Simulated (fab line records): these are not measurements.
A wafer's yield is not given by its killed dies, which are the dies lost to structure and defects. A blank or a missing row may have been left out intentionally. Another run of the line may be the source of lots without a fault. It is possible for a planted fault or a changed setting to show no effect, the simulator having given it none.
Shared-tool check | flow nand harc | Lots sampled 13, wafers sampled 39

## WHY IT WAS OPENED
At NHARC_P_GATE_CD_MEAS_59 the reading cd nm is flagged on 1 of 13 lots. Wafers without a fault read 719.2 nm, standard deviation 2.4.
Rule: a lot gets a flag if all its wafers with a number sit over 4 standard deviations from that mean, or if no wafer of it has a number. The other lots count as sound.

lot  | measured     | on        | cd nm (nm), wafer by wafer | flag
L378 | day 5 15:00  | cd sem-01 | 720.1 721.1 723.6          |
L382 | day 7 05:47  | cd sem-02 | 784.1 785.6 786.2          | FLAGGED
L391 | day 10 20:43 | cd sem-02 | 719.1 717.9 716.3          |
L393 | day 11 17:59 | cd sem-02 | 716.6 718.6 716.4          |
L392 | day 11 18:29 | cd sem-03 | 715.7 721.4 720.6          |
L394 | day 12 11:08 | cd sem-01 | 716.8 719.1 715.2          |
L395 | day 12 22:17 | cd sem-02 | 718.8 720.3 718.6          |
L396 | day 13 01:12 | cd sem-01 | 716.9 715.7 718.6          |
L397 | day 13 14:36 | cd sem-02 | 718.4 718.7 714.9          |
L398 | day 13 23:11 | cd sem-01 | 724.9 719.2 715.9          |
L399 | day 14 03:52 | cd sem-03 | 721.4 719.6 719.9          |
L400 | day 14 22:45 | cd sem-02 | 717.6 719.4 718.6          |
L401 | day 15 02:32 | cd sem-02 | 718.7 720.8 721.2          |
The mean of the flagged lots' numbers is 785.3 nm, +66.1 nm from the usual (+28 standard deviations).

## TOOL THAT RAN EACH LOT
The record holds 2 process steps before the reading, out of a route of 1302 steps. Read each cell as the tool, then ch plus the chambers that the sampled wafers visited, then the start.
lot  | flag    | NHARC_P_GATE_STRIP_111               | NHARC_P_GATE_EXPOSE_56
L378 |         | plasma asher-02 ch 0,1, day 5 13:46  | krf scanner-04 ch 0, day 5 14:50
L382 | FLAGGED | plasma asher-01 ch 0,1, day 7 04:41  | krf scanner-01 ch 0, day 7 05:38
L391 |         | plasma asher-02 ch 0,1, day 10 19:40 | krf scanner-04 ch 0, day 10 20:34
L393 |         | plasma asher-01 ch 0,1, day 11 17:02 | krf scanner-04 ch 0, day 11 17:50
L392 |         | plasma asher-01 ch 0,1, day 11 17:21 | krf scanner-01 ch 0, day 11 18:19
L394 |         | plasma asher-02 ch 0,1, day 12 09:54 | krf scanner-04 ch 0, day 12 10:58
L395 |         | plasma asher-01 ch 1, day 12 21:13   | krf scanner-04 ch 0, day 12 22:07
L396 |         | plasma asher-02 ch 0,1, day 13 00:11 | krf scanner-04 ch 0, day 13 01:03
L397 |         | plasma asher-01 ch 0, day 13 13:22   | krf scanner-03 ch 0, day 13 14:26
L398 |         | plasma asher-01 ch 0,1, day 13 22:04 | krf scanner-03 ch 0, day 13 23:01
L399 |         | plasma asher-01 ch 0,1, day 14 02:54 | krf scanner-03 ch 0, day 14 03:43
L400 |         | plasma asher-02 ch 0,1, day 14 21:42 | krf scanner-03 ch 0, day 14 22:35
L401 |         | plasma asher-02 ch 0,1, day 15 01:21 | krf scanner-01 ch 0, day 15 02:22
What the steps here do:
- NHARC_P_GATE_STRIP_111: strips in N2/H2, time 250 s.
- NHARC_P_GATE_EXPOSE_56: exposes mask P PSD, target cd 720 nm.
- NHARC_P_GATE_CD_MEAS_59: target cd 720 nm.

## FLAGGED AGAINST TOTAL, ONE TOOL AT A TIME (gauges that did the reading follow at the end)
step                    | tool            | lots run | flagged | share of the flagged lots | sound lots run after its first flagged lot
NHARC_P_GATE_STRIP_111  | plasma asher-01 | 7        | 1       | all                       | 6 (L393,L392,L395,L397,L398,L399)
NHARC_P_GATE_STRIP_111  | plasma asher-02 | 6        | 0       | none                      | -
NHARC_P_GATE_EXPOSE_56  | krf scanner-01  | 3        | 1       | all                       | 2 (L392,L401)
NHARC_P_GATE_EXPOSE_56  | krf scanner-03  | 4        | 0       | none                      | -
NHARC_P_GATE_EXPOSE_56  | krf scanner-04  | 6        | 0       | none                      | -
NHARC_P_GATE_CD_MEAS_59 | cd sem-01       | 4        | 0       | none                      | -
NHARC_P_GATE_CD_MEAS_59 | cd sem-02       | 7        | 1       | all                       | 6 (L391,L393,L395,L397,L400,L401)
NHARC_P_GATE_CD_MEAS_59 | cd sem-03       | 2        | 0       | none                      | -

## THE TABLE: WHAT IT ALLOWS
Rows of the table that ran every flagged lot, 3 in all: plasma asher-01 at NHARC_P_GATE_STRIP_111, krf scanner-01 at NHARC_P_GATE_EXPOSE_56, cd sem-02 at NHARC_P_GATE_CD_MEAS_59.
- plasma asher-01 at NHARC_P_GATE_STRIP_111: 1 of its 7 lots flagged. Lots that were sound ran on it after the first flagged one (L393, L392, L395, L397, L398, L399); a persistent fault on the entire tool would not allow that.
- krf scanner-01 at NHARC_P_GATE_EXPOSE_56: 1 of its 3 lots flagged. Lots that were sound ran on it after the first flagged one (L392, L401); a persistent fault on the entire tool would not allow that.
- cd sem-02 at NHARC_P_GATE_CD_MEAS_59: 1 of its 7 lots flagged. Lots that were sound ran on it after the first flagged one (L391, L393, L395, L397, L400, L401); a persistent fault on the entire tool would not allow that.
Not one row of the table ran every flagged lot while running no sound lot after the first.

## WHAT HAD BEEN PUT IN BY THE SIMULATOR
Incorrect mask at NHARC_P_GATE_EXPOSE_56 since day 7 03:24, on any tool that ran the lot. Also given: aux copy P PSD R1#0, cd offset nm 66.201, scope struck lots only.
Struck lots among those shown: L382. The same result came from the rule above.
